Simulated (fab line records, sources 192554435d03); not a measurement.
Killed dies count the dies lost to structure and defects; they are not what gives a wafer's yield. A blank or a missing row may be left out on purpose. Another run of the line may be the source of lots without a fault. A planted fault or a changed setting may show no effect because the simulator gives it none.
What tool caused it? + flow n5Finfet + 9 lots with 27 wafers sampled at 2 steps, on a route of 1938 steps

== WHAT THE GAUGES SHOWED, per wafer ==
N5_SD_EPI_P_OVL_MEAS_10.
| lot  | measured    | on         | SD_P_BLK_OVL (nm) |
|------|-------------|------------|-------------------|
| L981 | day 3 06:39 | overlay-02 | 0.2 0.2 -0.9      |
| L982 | day 3 13:37 | overlay-02 | 0.0 -0.3 0.8      |
| L985 | day 4 07:12 | overlay-02 | 0.3 0.9 0.9       |
| L986 | day 4 14:28 | overlay-01 | 0.1 -0.2 0.7      |
| L989 | day 5 07:27 | overlay-01 | -0.7 0.5 -0.6     |
| L994 | day 6 11:10 | overlay-02 | -0.2 0.1 0.3      |
| L998 | day 7 12:18 | overlay-02 | 0.3 0.1 0.9       |
| L999 | day 7 17:14 | overlay-02 | 0.8 0.1 0.8       |
| L104 | day 8 22:49 | overlay-02 | 0.9 2.0 1.3       |

== WHAT TOOL EACH LOT RAN ON (gives the tool, then ch and the chambers of the sampled wafers, and finally the start) ==
| lot  | N5_SD_EPI_N_VAPOR_ETCH_50     |
|------|-------------------------------|
| L981 | epiRpcvd-01 ch 0, day 3 03:45 |
| L982 | epiRpcvd-01 ch 0, day 3 10:46 |
| L985 | epiRpcvd-01 ch 0, day 4 03:01 |
| L986 | epiRpcvd-04 ch 0, day 4 11:35 |
| L989 | epiRpcvd-04 ch 0, day 5 03:11 |
| L994 | epiRpcvd-03 ch 0, day 6 08:17 |
| L998 | epiRpcvd-01 ch 0, day 7 07:40 |
| L999 | epiRpcvd-03 ch 0, day 7 13:48 |
| L104 | epiRpcvd-03 ch 0, day 8 19:20 |
- N5_SD_EPI_N_VAPOR_ETCH_50: etches Si in HCl, time 54 s.

== THE ANSWER, worked out from the rows above alone ==
Rule: the lots themselves supply what counts as usual. The widest of any qualifying gaps counts: lots, ordered by their means at a reading, are off when they make up no more than a third of the lots, leave a main group of 4 or more, and stand apart from it by 3 or more times the standard deviation of that group's means. If all means in a main group match to the digits the tables above print for the reading, that group is not used. A lot without any number at a reading at which 4 lots or more have one is off too. Any other lot the step has rows for is counted as sound.
No lot is off on any of the readings shown, so nothing can be concluded from this.

== WHAT HAD BEEN PUT IN BY THE SIMULATOR ==
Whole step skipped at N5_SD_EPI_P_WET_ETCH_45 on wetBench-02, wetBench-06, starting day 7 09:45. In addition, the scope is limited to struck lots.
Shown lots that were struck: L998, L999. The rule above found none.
